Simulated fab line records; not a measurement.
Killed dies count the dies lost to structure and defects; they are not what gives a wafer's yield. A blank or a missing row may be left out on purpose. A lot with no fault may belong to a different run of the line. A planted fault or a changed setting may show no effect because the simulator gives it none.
Split-lot trial | flow n5-finfet | route with 1938 steps; 7 lots, 21 wafers read

## THE SPLIT
At N5_PASSIVATION_PASS_ETCH_47 (etches SiNx in CF4/O2, target depth 770 nm, time 385 s), the setting source-w was moved away from the recipe's 535 W on 7 of the 21 wafers read, by -11.6% to +16.4%. This setting was run at the recipe's value on the other wafers.

The reading comes from the split's own step.

## THE READING
etch.depth-nm (the simulator's own value, which no gauge read), in nm, at N5_PASSIVATION_PASS_ETCH_47 (etches SiNx in CF4/O2, target depth 770 nm, time 385 s). The file gives no usual value for it. Average 779.7 nm, standard deviation 23 nm, over the 14 wafers here run with the recipe.

wafer  | tool, chamber at the split | source-w as run, W | against the recipe | etch.depth-nm, nm | against lot-mates on the recipe
L075.2 | rie-diel-06, 0             | 535                | recipe             | 736.6             | -
L075.4 | rie-diel-06, 2             | 623                | +16.4%             | 871.9             | +135.3
L075.6 | rie-diel-06, 3             | 623                | +16.4%             | 894.2             | +157.6
L077.3 | rie-diel-04, 1             | 535                | recipe             | 784.8             | -
L077.5 | rie-diel-04, 0             | 535                | recipe             | 783               | -
L077.6 | rie-diel-04, 1             | 535                | recipe             | 781.9             | -
L079.2 | rie-diel-04, 3             | 472.8              | -11.6%             | 728.2             | -58.8
L079.4 | rie-diel-04, 2             | 535                | recipe             | 763.5             | -
L079.6 | rie-diel-04, 3             | 535                | recipe             | 810.5             | -
L078.2 | rie-diel-05, 0             | 535                | recipe             | 731.6             | -
L078.4 | rie-diel-05, 3             | 535                | recipe             | 807.9             | -
L078.6 | rie-diel-05, 2             | 535                | recipe             | 796.1             | -
L086.1 | rie-diel-06, 0             | 607.9              | +13.6%             | 849.4             | +68.2
L086.2 | rie-diel-06, 2             | 607.9              | +13.6%             | 867.1             | +85.9
L086.6 | rie-diel-06, 2             | 535                | recipe             | 781.2             | -
L087.2 | rie-diel-04, 0             | 535                | recipe             | 782.2             | -
L087.3 | rie-diel-04, 1             | 535                | recipe             | 788.3             | -
L087.6 | rie-diel-04, 3             | 535                | recipe             | 800               | -
L089.2 | rie-diel-06, 0             | 598.7              | +11.9%             | 844.7             | +77.1
L089.5 | rie-diel-06, 3             | 598.7              | +11.9%             | 868.3             | +100.7
L089.6 | rie-diel-06, 0             | 535                | recipe             | 767.6             | -

THE FIT
A straight line over all 21 wafers: etch.depth-nm changes by +5.88 nm for each +1% of source-w; r = +0.91; the points scatter about the line by 21 nm.
The same after taking each lot's own level away (the mean of its wafers on the recipe; 21 wafers): +7.18 nm for each +1%; r = +0.93; scatter 21 nm.
That fit puts the effect of the largest move of source-w on the reading at 1.2e+02 nm.
The span of the lots' own levels, 736.60 to 790.17 nm, comes to 2.4 times the standard deviation stated above.
Thus the slope moves with the lot-to-lot level: the two fits are different.
Check: +116 nm against its lot-mates is what the line predicts for one of the wafers moved furthest among these (+16.4%) when that wafer is left out of the fit. Against them it came out at +135 nm.

## THESE WAFERS: OTHER SPLITS
Before the reading, these wafers also passed through other splits. Each is held against what the fit with the lots' levels taken away leaves over:
other split on the same wafers | wafers away from the commonest value | r with etch.depth-nm (lot level and that fit taken away)
N5_BEOL_M14_EXPOSE_07 dose-mj  | 6                                    | -0.03
N5_BEOL_M14_DEP_53 time-s      | 8                                    | -0.15
N5_BEOL_M15_SPUTTER_44 power-w | 5                                    | -0.11

## THE FILE'S OWN FIT
etch.depth-nm changes by +7.09 nm for each +1% of source-w, r = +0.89.
